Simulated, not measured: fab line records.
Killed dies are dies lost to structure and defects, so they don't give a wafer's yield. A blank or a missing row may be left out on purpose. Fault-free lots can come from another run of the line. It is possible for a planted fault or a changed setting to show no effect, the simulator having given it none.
fab line records	flow n5-finfet
record lots=7	wafers=21
route steps=1938 shown PMOS_HMC_CHANNEL_EPI@62 FIN_SAQP@114 FIN_CUT@155 DUMMY_GATE@220 SD_EPI_P@301
start-h: hours from the record's first day to the start of the lot's first wafer shown	wait-h: hours since the lot's step before	" the same as in the row above	L1.1+2: one row covering several wafers at once	- no value present, or no start provided	* or withheld: withheld	< > ~ a bound
route shown NAME@n: a module of which the file shows steps, and the number in the route of the first	usual: the fault-free wafers' mean and standard deviation	same: alike in all rows	chamber/n: place in a boat	sites: each site's reading	_std_site: their standard deviation	_edge_site: mean of outer sites minus mean of inner sites	radius-mm: for every site, how far away it sits from the centre of the wafer	mask NAME#n: copy n	behind: the last tool/chamber to shape the wafer	hold: why the lot went on hold/how many hours it stayed there/how the hold came to an end	device: the transistor (n, p or np) that didn't switch	end of line: tests of these same wafers at the route's end	step lacking rows: just its recipe	killed: not the wafer's yield, but the dies lost to structure and defects at the first sort	map: dies across one wafer; x = killed, . = not, _ = none there
set.NAME: setting as actually run; set.NAME@STEP: the setting as run at that earlier step	model.NAME: the simulator's own value behind a step, which no gauge read
lots run with intentionally changed settings; tables by step, rows by wafer
## steps
# step N5_PMOS_HMC_CHANNEL_EPI_EXPOSE_06
# recipe mask-id=PMOS_HMC_BLK	na=1.35	source-shape=conventional	sigma-outer=0.8	polarization=unpolarized	target-cd-nm=240	dose-mj=41
lot.wafer	tool	chamber	start-h	wait-h	mask	set.dose-mj
L075.1+2+3	arfi-scanner-01	0	22.92	-	PMOS_HMC_BLK#0	41
L079.1+5	arfi-scanner-02	0	47.04	-	PMOS_HMC_BLK#0	43.58
L079.2	"	0	"	"	PMOS_HMC_BLK#0	41
L081.3+5+6	arfi-scanner-02	0	59.46	-	PMOS_HMC_BLK#0	43.41
L086.2+4+6	arfi-scanner-01	0	89.19	-	PMOS_HMC_BLK#0	41
L090.4+5+6	arfi-scanner-03	0	113.52	-	PMOS_HMC_BLK#0	41
L091.3	arfi-scanner-01	0	119.27	-	PMOS_HMC_BLK#0	41
L091.4+6	"	0	"	"	PMOS_HMC_BLK#0	38.22
L097.1+2+4	arfi-scanner-01	0	155.58	-	PMOS_HMC_BLK#0	41
# step N5_PMOS_HMC_CHANNEL_EPI_PEB_07
# recipe peb-temp-c=110	peb-time-s=60	resist=CAR-ArF-block
# step N5_PMOS_HMC_CHANNEL_EPI_DEVELOP_08
# recipe develop-time-s=30	developer=TMAH	resist=CAR-ArF-block	dev-temp-c=23	rinse-liquid=diw	dry=air-spin
# step N5_PMOS_HMC_CHANNEL_EPI_CD_MEAS_09
# recipe target-cd-nm=237.4	landing-energy-ev=500	detector=se-inlens
# usual cd-nm=237.4/1.1
lot.wafer	tool	chamber	start-h	wait-h	set.dose-mj@PMOS_HMC_CHANNEL_EPI_EXPOSE_06	cd-nm
L075.1	cd-sem-03	0	23.04	-	41	237.7
L075.2	"	0	"	"	41	235.9
L075.3	"	0	"	"	41	237.5
L079.1	cd-sem-03	0	47.17	-	43.58	242.6
L079.2	"	0	"	"	41	238.8
L079.5	"	0	"	"	43.58	241.3
L081.3	cd-sem-03	0	59.57	-	43.41	240.0
L081.5	"	0	"	"	43.41	240.3
L081.6	"	0	"	"	43.41	240.7
L086.2	cd-sem-03	0	89.31	-	41	238.3
L086.4	"	0	"	"	41	237.4
L086.6	"	0	"	"	41	236.4
L090.4	cd-sem-01	0	113.63	-	41	237.1
L090.5	"	0	"	"	41	237.5
L090.6	"	0	"	"	41	238.0
L091.3	cd-sem-02	0	119.38	-	41	237.2
L091.4	"	0	"	"	38.22	232.9
L091.6	"	0	"	"	38.22	232.4
L097.1	cd-sem-02	0	155.71	-	41	237.3
L097.2	"	0	"	"	41	236.4
L097.4	"	0	"	"	41	236.9
# step N5_PMOS_HMC_CHANNEL_EPI_DESCUM_14
# recipe chemistry=O2	time-s=7.9	source-power-w=50	bias-power-w=20	pressure-mtorr=20	rf-frequency-hz=2.712e+07	temp-c=40	resist=CAR-ArF-block	o2-flow-sccm=225
lot.wafer	tool	chamber	start-h	wait-h	set.dose-mj@PMOS_HMC_CHANNEL_EPI_EXPOSE_06	model.PMOS_HMC_CHANNEL_EPI.cd-nm
L075.1	rie-diel-06	0	23.34	0.2	41	237.8
L075.2	"	3	"	"	41	235.6
L075.3	"	1	"	"	41	238
L079.1	rie-diel-02	3	47.25	0.0	43.58	242.9
L079.2	"	1	"	"	41	238.8
L079.5	"	2	"	"	43.58	241.8
L081.3	rie-diel-06	2	59.76	0.1	43.41	239.9
L081.5	"	1	"	"	43.41	240
L081.6	"	2	"	"	43.41	240.8
L086.2	rie-diel-06	1	89.40	0.0	41	238.4
L086.4	"	0	"	"	41	237.5
L086.6	"	1	"	"	41	236.5
L090.4	rie-diel-01	0	113.90	0.2	41	237.2
L090.5	"	1	"	"	41	238
L090.6	"	0	"	"	41	238.1
L091.3	rie-diel-02	1	119.80	0.4	41	237.3
L091.4+6	"	0,2	"	"	38.22	232.7
L097.1	rie-diel-01	2	155.80	0.0	41	237.5
L097.2	"	3	"	"	41	236.5
L097.4	"	0	"	"	41	236.9
# step N5_FIN_SAQP_DESCUM_21
# recipe chemistry=O2	time-s=7.9	source-power-w=50	bias-power-w=20	pressure-mtorr=20	rf-frequency-hz=2.712e+07	temp-c=40	resist=CAR-ArF	o2-flow-sccm=225
lot.wafer	tool	chamber	start-h	wait-h	set.time-s	model.CAR-ArF_of_FIN_SAQP_COAT_10.thk-nm
L075.1	rie-diel-03	3	27.54	0.0	8.524	83.29
L075.2	"	1	"	"	8.524	83.21
L075.3	"	0	"	"	7.9	83.84
L079.1	rie-diel-05	3	53.19	0.2	7.9	83.41
L079.2	"	0	"	"	7.9	83.64
L079.5	"	3	"	"	7.9	83.66
L081.3	rie-diel-04	3	64.42	0.1	9.291	82.98
L081.5	"	0	"	"	7.9	83.98
L081.6	"	1	"	"	9.291	82.97
L086.2	rie-diel-04	1	99.52	0.0	7.9	83.35
L086.4	"	3	"	"	7.051	83.82
L086.6	"	3	"	"	7.051	83.92
L090.4	rie-diel-03	0	119.53	0.3	7.9	83.56
L090.5	"	1	"	"	7.9	83.57
L090.6	"	2	"	"	7.9	83.29
L091.3	rie-diel-04	2	124.01	0.0	7.9	82.95
L091.4	"	3	"	"	7.9	83.01
L091.6	"	1	"	"	7.9	83.28
L097.1	rie-diel-05	2	160.57	0.0	7.9	83.72
L097.2	"	3	"	"	7.9	83.49
L097.4	"	0	"	"	7.9	83.68
# step N5_FIN_SAQP_ETCH_51
# recipe chemistry=CF4	target=SiARC	target-depth-a=455	mask-material=CAR-ArF	time-s=75.8	ion-energy-ev=80	pressure-mtorr=40	source-w=545	bias-w=36	Ar_flow_sccm=100	cf4-flow-sccm=100	ends=cleared
lot.wafer	tool	chamber	start-h	wait-h	set.time-s@FIN_SAQP_DESCUM_21	model.CAR-ArF_of_FIN_SAQP_COAT_10.thk-nm
L075.1	rie-diel-03	3	27.58	0.0	8.524	50.61
L075.2	"	1	"	"	8.524	50.58
L075.3	"	0	"	"	7.9	51.12
L079.1	rie-diel-05	3	53.23	0.0	7.9	50.69
L079.2	"	0	"	"	7.9	50.9
L079.5	"	3	"	"	7.9	51.01
L081.3	rie-diel-04	3	64.45	0.0	9.291	50.26
L081.5	"	0	"	"	7.9	51.26
L081.6	"	1	"	"	9.291	50.34
L086.2	rie-diel-04	1	99.56	0.0	7.9	50.7
L086.4	"	3	"	"	7.051	51.35
L086.6	"	3	"	"	7.051	51.49
L090.4	rie-diel-03	0	119.57	0.0	7.9	51.13
L090.5	"	1	"	"	7.9	51.06
L090.6	"	2	"	"	7.9	50.74
L091.3	rie-diel-04	2	124.04	0.0	7.9	50.45
L091.4	"	3	"	"	7.9	50.55
L091.6	"	1	"	"	7.9	50.89
L097.1	rie-diel-05	2	160.61	0.0	7.9	51.1
L097.2	"	3	"	"	7.9	50.68
L097.4	"	0	"	"	7.9	50.84
# step N5_FIN_CUT_COAT_19
# recipe resist=SiARC	temp-c=220	time-s=60	spin-rpm=1500	resist-thk-nm=20
lot.wafer	tool	chamber	start-h	wait-h	set.spin-rpm	model.SiARC_of_FIN_CUT_COAT_19.thk-nm
L075.1	litho-track-04	0	-	-	1500	20
L075.2+3	"	0	"	"	1500	20.2
L079.1+2+5	litho-track-04	0	-	-	1338	21.2
L081.3+6	litho-track-04	0	-	-	1500	20
L081.5	"	0	"	"	1558	19.6
L086.2	litho-track-03	0	-	-	1500	20
L086.4+6	"	0	"	"	1553	19.6
L090.4+5+6	litho-track-04	0	-	-	1500	20
L091.3+4	litho-track-01	0	-	-	1615	19.2
L091.6	"	0	"	"	1500	20
L097.1+2+4	litho-track-04	0	-	-	1500	20
# step N5_FIN_CUT_COAT_29
# recipe resist=underlayer	temp-c=205	time-s=60	spin-rpm=1500	resist-thk-nm=10
# step N5_FIN_CUT_COAT_02
# recipe resist=CAR-EUV	spin-rpm=1500	resist-thk-nm=30
# step N5_FIN_CUT_DESCUM_13
# recipe chemistry=O2	time-s=7	source-power-w=50	bias-power-w=20	pressure-mtorr=20	rf-frequency-hz=2.712e+07	temp-c=40	resist=CAR-EUV	o2-flow-sccm=225
# step N5_FIN_CUT_ETCH_30
# recipe chemistry=N2/H2	target=underlayer	target-depth-a=130	mask-material=CAR-EUV	time-s=10.4	ion-energy-ev=200	pressure-mtorr=30	source-w=840	bias-w=150	n2-flow-sccm=200	h2-flow-sccm=200	ends=cleared
# step N5_FIN_CUT_ETCH_20
# recipe chemistry=CF4	target=SiARC	target-depth-a=260	mask-material=CAR-EUV	time-s=43.3	ion-energy-ev=80	pressure-mtorr=40	source-w=545	bias-w=36	Ar_flow_sccm=100	cf4-flow-sccm=100	ends=cleared
lot.wafer	tool	chamber	start-h	wait-h	set.spin-rpm@FIN_CUT_COAT_19	model.etch.depth-nm
L075.1	rie-diel-06	2	34.00	0.0	1500	20.06
L075.2	"	1	"	"	1500	20.1
L075.3	"	0	"	"	1500	20.11
L079.1	rie-diel-06	2	58.32	0.0	1338	21.24
L079.2	"	1	"	"	1338	21.23
L079.5	"	2	"	"	1338	21.19
L081.3+6	rie-diel-06	0,1	69.24	0.0	1500	20.02
L081.5	"	0	"	"	1558	19.63
L086.2	rie-diel-01	3	108.99	0.0	1500	19.98
L086.4	"	0	"	"	1553	19.59
L086.6	"	2	"	"	1553	19.61
L090.4	rie-diel-02	3	124.34	0.0	1500	20.03
L090.5	"	3	"	"	1500	19.99
L090.6	"	0	"	"	1500	20.1
L091.3	rie-diel-06	3	129.45	0.0	1615	19.25
L091.4	"	0	"	"	1615	19.17
L091.6	"	2	"	"	1500	19.92
L097.1	rie-diel-01	3	166.78	0.0	1500	20
L097.2	"	1	"	"	1500	20.01
L097.4	"	0	"	"	1500	20.04
# step N5_DUMMY_GATE_HM_DEP_06
# recipe material=SiNx	target-thk-a=800	precursor=DCS/NH3	temp-c=700	pressure-mtorr=300	time-s=5141
lot.wafer	tool	chamber	start-h	wait-h	set.time-s	model.SiNx_of_DUMMY_GATE_HM_DEP_06.thk-nm
L075.1	-	-	-	0.0	4691	72.4
L075.2	"	-	"	"	4691	73
L075.3	"	-	"	"	4691	72.8
L079.1	-	-	-	0.0	5640	87.4
L079.2	"	-	"	"	5640	87.6
L079.5	"	-	"	"	5640	88
L081.3	-	-	-	0.0	5545	86
L081.5	"	-	"	"	5545	86.6
L081.6	"	-	"	"	5545	85.4
L086.2	-	-	-	4.6	5357	82.6
L086.4	"	-	"	"	5357	83.2
L086.6	"	-	"	"	5357	82.8
L091.3	-	-	-	0.0	5141	80.8
L091.4	"	-	"	"	5141	81.4
L091.6	"	-	"	"	5141	81
L090.4	-	-	-	0.0	5141	79.6
L090.5	"	-	"	"	5141	79.2
L090.6	"	-	"	"	5141	79.4
L097.1+4	lpcvd-02	0/90,0/104	181.52	0.0	5141	79.8
L097.2	"	0/95	"	"	5141	79.6
# step N5_DUMMY_GATE_PECVD_30
# recipe material=SiO2	target-thk-a=550	temp-c=400	precursor=TEOS/O2	pressure-torr=6.5	rf-w=withheld	teos-flow-sccm=withheld	gas=O2	flow-sccm=2650	time-s=10.8
lot.wafer	tool	chamber	start-h	wait-h	set.time-s	model.SiO2_of_DUMMY_GATE_PECVD_30.thk-nm
L075.1	pecvd-03	1	-	-	10.8	54.4
L075.2	"	2	"	"	11.51	56.2
L075.3	"	0	"	"	11.51	57.4
L079.1	pecvd-02	2	-	-	11.92	61
L079.2	"	0	"	"	10.8	53.8
L079.5	"	1	"	"	11.92	61.4
L081.3	pecvd-03	1	-	-	10.8	54.4
L081.5	"	0	"	"	10.8	54.6
L081.6	"	2	"	"	10.8	54.2
L086.2	pecvd-01	0	-	-	10.8	55.2
L086.4	"	1	"	"	10.8	56.2
L086.6	"	2	"	"	12.35	64.2
L091.3	pecvd-02	0	-	-	12.39	62.2
L091.4	"	2	"	"	12.39	64.2
L091.6	"	0	"	"	12.39	62.4
L090.4	pecvd-03	1	-	-	10.8	54.6
L090.5	"	0	"	"	10.8	53.8
L090.6	"	2	"	"	10.8	52.8
L097.1	pecvd-01	0	185.48	0.0	10.8	54.8
L097.2	"	2	"	"	10.8	55
L097.4	"	2	"	"	10.8	56.4
# step N5_DUMMY_GATE_COAT_34
# recipe resist=SOC	temp-c=250	time-s=60	spin-rpm=1500	resist-thk-nm=60
# step N5_DUMMY_GATE_COAT_35
# recipe resist=SiARC	temp-c=220	time-s=60	spin-rpm=1500	resist-thk-nm=10
# step N5_DUMMY_GATE_HM_OPEN_21
# recipe chemistry=CH3F/O2	target=SiNx	target-depth-a=1200	Ar_flow_sccm=150	CH3F_flow_sccm=30	O2_flow_sccm=23	time-s=171.4	pressure-mtorr=30	source-w=395	bias-w=73	ion-energy-ev=120.7
# step N5_DUMMY_GATE_ETCH_32
# recipe chemistry=CF4	target=SiO2	target-depth-a=35	time-s=3.9	ion-energy-ev=350	pressure-mtorr=10	icp-w=800	bias-w=400	cf4-flow-sccm=80
# step N5_DUMMY_GATE_ETCH_23
# recipe chemistry=HBr/Cl2/O2	HBr_flow_sccm=150	Cl2_flow_sccm=80	O2_flow_sccm=12	bias-w=102	target-depth-a=410	time-s=22.3	target=poly-Si	mask-material=SiO2	pressure-mtorr=10	icp-w=800
lot.wafer	tool	chamber	start-h	wait-h	set.time-s@DUMMY_GATE_PECVD_30	model.SiO2_of_DUMMY_GATE_PECVD_30.thk-nm
L075.1	rie-si-06	2	54.97	0.0	10.8	38
L075.2	"	0	"	"	11.51	39.8
L075.3	"	3	"	"	11.51	42
L079.1	rie-si-02	3	78.15	0.0	11.92	44.6
L079.2	"	0	"	"	10.8	38
L079.5	"	3	"	"	11.92	45.2
L081.3	rie-si-02	3	88.92	0.0	10.8	38.4
L081.5	"	2	"	"	10.8	38.6
L081.6	"	1	"	"	10.8	38.2
L086.2	rie-si-01	3	137.62	0.0	10.8	39.4
L086.4	"	0	"	"	10.8	40.2
L086.6	"	2	"	"	12.35	48.6
L091.3	rie-si-01	0	152.36	0.0	12.39	45.6
L091.4	"	1	"	"	12.39	48.6
L091.6	"	0	"	"	12.39	46
L090.4	rie-si-06	3	152.51	0.0	10.8	39
L090.5	"	1	"	"	10.8	37.4
L090.6	"	2	"	"	10.8	36.6
L097.1+2	rie-si-01	1,2	186.75	0.0	10.8	39.2
L097.4	"	0	"	"	10.8	40.8
# step N5_SD_EPI_P_PEB_07
# recipe peb-temp-c=110	peb-time-s=60	resist=CAR-ArF-block
lot.wafer	tool	chamber	start-h	wait-h	set.peb-time-s
L075.1+2	litho-track-02	0	61.47	0.1	63.59
L075.3	"	0	"	"	60
L079.1	litho-track-02	0	84.14	0.1	60
L079.2+5	"	0	"	"	63.49
L081.3+5+6	litho-track-03	0	101.61	0.0	60
L086.2+4	litho-track-02	0	143.35	0.0	48.56
L086.6	"	0	"	"	60
L091.3	litho-track-04	0	158.14	0.0	70.71
L091.4+6	"	0	"	"	60
L090.4	litho-track-03	0	158.65	0.0	63.96
L090.5+6	"	0	"	"	60
L097.1+2+4	litho-track-02	0	195.16	0.1	60
# step N5_SD_EPI_P_DEVELOP_08
# recipe develop-time-s=30	developer=TMAH	resist=CAR-ArF-block	dev-temp-c=23	rinse-liquid=diw	dry=air-spin
# step N5_SD_EPI_P_CD_MEAS_09
# recipe target-cd-nm=240	landing-energy-ev=500	detector=se-inlens
# usual cd-nm=239.8/1.1
lot.wafer	tool	chamber	start-h	wait-h	set.peb-time-s@SD_EPI_P_PEB_07	cd-nm
L075.1	cd-sem-02	0	61.54	-	63.59	240.6
L075.2	"	0	"	"	63.59	241.6
L075.3	"	0	"	"	60	238.5
L079.1	cd-sem-03	0	84.21	-	60	240.2
L079.2	"	0	"	"	63.49	242.6
L079.5	"	0	"	"	63.49	242.7
L081.3	cd-sem-02	0	101.67	-	60	239.8
L081.5	"	0	"	"	60	238.7
L081.6	"	0	"	"	60	239.5
L086.2	cd-sem-01	0	143.42	-	48.56	232.3
L086.4	"	0	"	"	48.56	233.3
L086.6	"	0	"	"	60	240.3
L091.3	cd-sem-03	0	158.21	-	70.71	245.2
L091.4	"	0	"	"	60	238.7
L091.6	"	0	"	"	60	237.8
L090.4	cd-sem-01	0	158.72	-	63.96	241.7
L090.5	"	0	"	"	60	238.5
L090.6	"	0	"	"	60	238.7
L097.1	cd-sem-03	0	195.23	-	60	239.8
L097.2	"	0	"	"	60	238.6
L097.4	"	0	"	"	60	238.9
# step N5_SD_EPI_P_DESCUM_14
# recipe chemistry=O2	time-s=7.9	source-power-w=50	bias-power-w=20	pressure-mtorr=20	rf-frequency-hz=2.712e+07	temp-c=40	resist=CAR-ArF-block	o2-flow-sccm=225
lot.wafer	tool	chamber	start-h	wait-h	set.peb-time-s@SD_EPI_P_PEB_07	model.SD_EPI_P.cd-nm
L075.1	rie-diel-02	2	61.62	0.0	63.59	240.6
L075.2	"	3	"	"	63.59	241.4
L075.3	"	1	"	"	60	238.6
L079.1	rie-diel-06	1	84.30	0.0	60	240.4
L079.2+5	"	0,2	"	"	63.49	242.4
L081.3	rie-diel-06	2	101.90	0.2	60	239.4
L081.5	"	2	"	"	60	238.2
L081.6	"	1	"	"	60	239.6
L086.2	rie-diel-02	2	143.50	0.0	48.56	232.6
L086.4	"	0	"	"	48.56	233.2
L086.6	"	1	"	"	60	240
L091.3	rie-diel-06	3	158.29	0.0	70.71	245
L091.4	"	0	"	"	60	238.8
L091.6	"	3	"	"	60	237.6
L090.4	rie-diel-01	0	158.92	0.1	63.96	241.2
L090.5	"	1	"	"	60	238
L090.6	"	0	"	"	60	239
L097.1	rie-diel-02	3	195.41	0.1	60	239.6
L097.2	"	1	"	"	60	238.6
L097.4	"	0	"	"	60	239
# step N5_SD_EPI_P_ETCH_36
# recipe chemistry=CF4	target=SiARC	target-depth-a=455	mask-material=CAR-ArF-block	time-s=75.8	ion-energy-ev=80	pressure-mtorr=40	source-w=545	bias-w=36	Ar_flow_sccm=100	cf4-flow-sccm=100	ends=cleared
lot.wafer	tool	chamber	start-h	wait-h	set.peb-time-s@SD_EPI_P_PEB_07	model.SD_EPI_P.cd-nm
L075.1	rie-diel-02	2	61.66	0.0	63.59	240.6
L075.2	"	3	"	"	63.59	241.2
L075.3	"	1	"	"	60	238.8
L079.1	rie-diel-06	1	84.33	0.0	60	240
L079.2	"	0	"	"	63.49	242
L079.5	"	2	"	"	63.49	242.2
L081.3	rie-diel-06	2	101.93	0.0	60	239.2
L081.5	"	2	"	"	60	238.2
L081.6	"	1	"	"	60	239.4
L086.2	rie-diel-02	2	143.54	0.0	48.56	232.2
L086.4	"	0	"	"	48.56	233.2
L086.6	"	1	"	"	60	240.2
L091.3	rie-diel-06	3	158.33	0.0	70.71	244.8
L091.4	"	0	"	"	60	238.6
L091.6	"	3	"	"	60	237.4
L090.4	rie-diel-01	0	158.95	0.0	63.96	241.2
L090.5	"	1	"	"	60	238
L090.6	"	0	"	"	60	238.6
L097.1	rie-diel-02	3	195.44	0.0	60	239.6
L097.2	"	1	"	"	60	238.6
L097.4	"	0	"	"	60	239.2
# step N5_SD_EPI_P_ETCH_37
# recipe chemistry=N2/H2	target=SOC	overetch-a=1080	mask-material=SiARC	temp-c=40	ion-energy-ev=100	source-w=3000	bias-w=133	pressure-mtorr=20	time-s=486	n2-flow-sccm=200	h2-flow-sccm=200	ends=end-point
lot.wafer	tool	chamber	start-h	wait-h	set.peb-time-s@SD_EPI_P_PEB_07	model.SD_EPI_P.cd-nm
L075.1	rie-diel-02	2	61.71	0.0	63.59	237.6
L075.2	"	3	"	"	63.59	240.8
L075.3	"	1	"	"	60	237.4
L079.1	rie-diel-06	1	84.39	0.0	60	238.2
L079.2	"	0	"	"	63.49	244.4
L079.5	"	2	"	"	63.49	243.6
L081.3	rie-diel-06	2	101.99	0.0	60	240.8
L081.5	"	2	"	"	60	240.6
L081.6	"	1	"	"	60	239.6
L086.2	rie-diel-02	2	143.59	0.0	48.56	230.4
L086.4	"	0	"	"	48.56	232.6
L086.6	"	1	"	"	60	239.8
L091.3	rie-diel-06	3	158.39	0.0	70.71	245.4
L091.4	"	0	"	"	60	241.6
L091.6	"	3	"	"	60	238.6
L090.4	rie-diel-01	0	159.01	0.0	63.96	240.4
L090.5	"	1	"	"	60	235.8
L090.6	"	0	"	"	60	238
L097.1	rie-diel-02	3	195.50	0.0	60	242.2
L097.2	"	1	"	"	60	239.4
L097.4	"	0	"	"	60	240.6
# step N5_SD_EPI_P_ETCHBACK_46
# recipe chemistry=CH3F/O2	mode=anisotropic-etchback	target=SiNx	target-depth-a=175	stop-on=SiO2	over-etch-frac=0.3	ion-energy-ev=120	pressure-mtorr=30	source-w=395	bias-w=73	Ar_flow_sccm=150	CH3F_flow_sccm=30	O2_flow_sccm=20
lot.wafer	tool	chamber	start-h	wait-h	set.over-etch-frac	set.peb-time-s@SD_EPI_P_PEB_07	model.SD_EPI_P.cd-nm
L075.1	rie-diel-02	2	62.04	0.0	0.3114	63.59	237.4
L075.2	"	3	"	"	0.3	63.59	240.6
L075.3	"	1	"	"	0.3114	60	237.2
L079.1	rie-diel-06	1	84.71	0.0	0.3	60	238.2
L079.2	"	0	"	"	0.3	63.49	244.6
L079.5	"	2	"	"	0.3	63.49	243.6
L081.3	rie-diel-06	2	102.31	0.0	0.3	60	240.8
L081.5	"	2	"	"	0.3	60	240.6
L081.6	"	1	"	"	0.3	60	239.4
L086.2	rie-diel-02	2	143.92	0.0	0.3072	48.56	230.6
L086.4	"	0	"	"	0.3	48.56	232.8
L086.6	"	1	"	"	0.3072	60	240
L091.3	rie-diel-06	3	158.71	0.0	0.3	70.71	245.6
L091.4	"	0	"	"	0.3	60	241.8
L091.6	"	3	"	"	0.2886	60	238.6
L090.4	rie-diel-01	0	159.33	0.0	0.3	63.96	240.4
L090.5	"	1	"	"	0.3	60	235.8
L090.6	"	0	"	"	0.3179	60	238
L097.1	rie-diel-02	3	195.82	0.0	0.3	60	242.4
L097.2	"	1	"	"	0.3	60	239.4
L097.4	"	0	"	"	0.3	60	240.8
## key
split step=N5_PMOS_HMC_CHANNEL_EPI_EXPOSE_06	setting=dose-mj	stated=41	by=wafer
response step=N5_PMOS_HMC_CHANNEL_EPI_CD_MEAS_09	reading=cd-nm	change=+0.59	per=1%	r=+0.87
response step=N5_PMOS_HMC_CHANNEL_EPI_DESCUM_14	reading=model.PMOS_HMC_CHANNEL_EPI.cd-nm	change=+0.636	per=1%	r=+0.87
split step=N5_FIN_SAQP_DESCUM_21	setting=time-s	stated=7.9	by=wafer
response step=N5_FIN_SAQP_DESCUM_21	reading=model.CAR-ArF_of_FIN_SAQP_COAT_10.thk-nm	change=-0.0571	per=1%	r=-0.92
response step=N5_FIN_SAQP_ETCH_51	reading=model.CAR-ArF_of_FIN_SAQP_COAT_10.thk-nm	change=-0.0591	per=1%	r=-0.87
split step=N5_FIN_CUT_COAT_19	setting=spin-rpm	stated=1500	by=wafer
response step=N5_FIN_CUT_COAT_19	reading=model.SiARC_of_FIN_CUT_COAT_19.thk-nm	change=-0.105	per=1%	r=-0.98
response step=N5_FIN_CUT_ETCH_20	reading=model.etch.depth-nm	change=-0.0956	per=1%	r=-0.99
split step=N5_DUMMY_GATE_HM_DEP_06	setting=time-s	stated=5141	by=lot
response step=N5_DUMMY_GATE_HM_DEP_06	reading=model.SiNx_of_DUMMY_GATE_HM_DEP_06.thk-nm	change=+0.795	per=1%	r=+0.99
split step=N5_DUMMY_GATE_PECVD_30	setting=time-s	stated=10.8	by=wafer
response step=N5_DUMMY_GATE_PECVD_30	reading=model.SiO2_of_DUMMY_GATE_PECVD_30.thk-nm	change=+0.601	per=1%	r=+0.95
response step=N5_DUMMY_GATE_ETCH_23	reading=model.SiO2_of_DUMMY_GATE_PECVD_30.thk-nm	change=+0.608	per=1%	r=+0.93
split step=N5_SD_EPI_P_PEB_07	setting=peb-time-s	stated=60	by=wafer
response step=N5_SD_EPI_P_CD_MEAS_09	reading=cd-nm	change=+0.398	per=1%	r=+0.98
response step=N5_SD_EPI_P_DESCUM_14	reading=model.SD_EPI_P.cd-nm	change=+0.378	per=1%	r=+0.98
response step=N5_SD_EPI_P_ETCH_36	reading=model.SD_EPI_P.cd-nm	change=+0.388	per=1%	r=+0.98
response step=N5_SD_EPI_P_ETCH_37	reading=model.SD_EPI_P.cd-nm	change=+0.403	per=1%	r=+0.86
response step=N5_SD_EPI_P_ETCHBACK_46	reading=model.SD_EPI_P.cd-nm	change=+0.406	per=1%	r=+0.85
split step=N5_SD_EPI_P_ETCHBACK_46	setting=over-etch-frac	stated=0.3	by=wafer
response none clear
